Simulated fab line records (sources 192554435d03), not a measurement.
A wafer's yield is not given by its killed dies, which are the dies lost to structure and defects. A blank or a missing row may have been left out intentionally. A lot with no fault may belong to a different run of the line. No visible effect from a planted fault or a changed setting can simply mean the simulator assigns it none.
Matching of chambers -- flow n5_finfet -- N5_BEOL_M6_ALD_77 on ald_metal-03 has 4 sister chambers
The step deposits TaN, target thk 2 nm, pulse time 2 s, purge time 3 s. 8 wafers are shown with their chamber, then 8 later ones without.

== WAFERS PAIRED WITH THEIR CHAMBERS ==
wafer,chamber,heater_power_w (W)
L088.3,1,399
L091.2,0,446
L091.3,3,403
L091.6,0,449
L093.3,1,404
L093.4,3,404
L093.6,2,423
L095.2,2,425

== WAFERS WITH NO CHAMBER GIVEN ==
wafer,heater_power_w (W)
L095.3,440
L095.4,401
L096.2,442
L096.4,400
L096.6,404
L097.3,421
L097.5,449
L097.6,401

== THE CHAMBER EACH PASSED THROUGH ==
wafer,from the rows above,in truth
L095.3,0,0
L095.4,can't be placed: 1 or 3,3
L096.2,0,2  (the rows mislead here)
L096.4,can't be placed: 1 or 3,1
L096.6,can't be placed: 3 or 1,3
L097.3,2,2
L097.5,0,0
L097.6,can't be placed: 1 or 3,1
Correct placement for 3 of the 8. Unplaceable from these rows: 4, with the true chamber sitting among the candidates in 4. Number placed wrongly: 1.
How it was worked out, from the rows above alone: a wafer's distance from a chamber is the root of the sum, over the readings, of the square of ((its reading less the chamber's mean) divided by the reading's scatter). If the next closest chamber is less than 2 further off than the closest, the wafer can't be placed; otherwise it belongs to the closest. A chamber's mean is the mean of its shown wafers. The scatter is the square root of a quotient: the sum, over the shown wafers, of each reading's squared deviation from its chamber's mean, divided by wafers minus chambers.
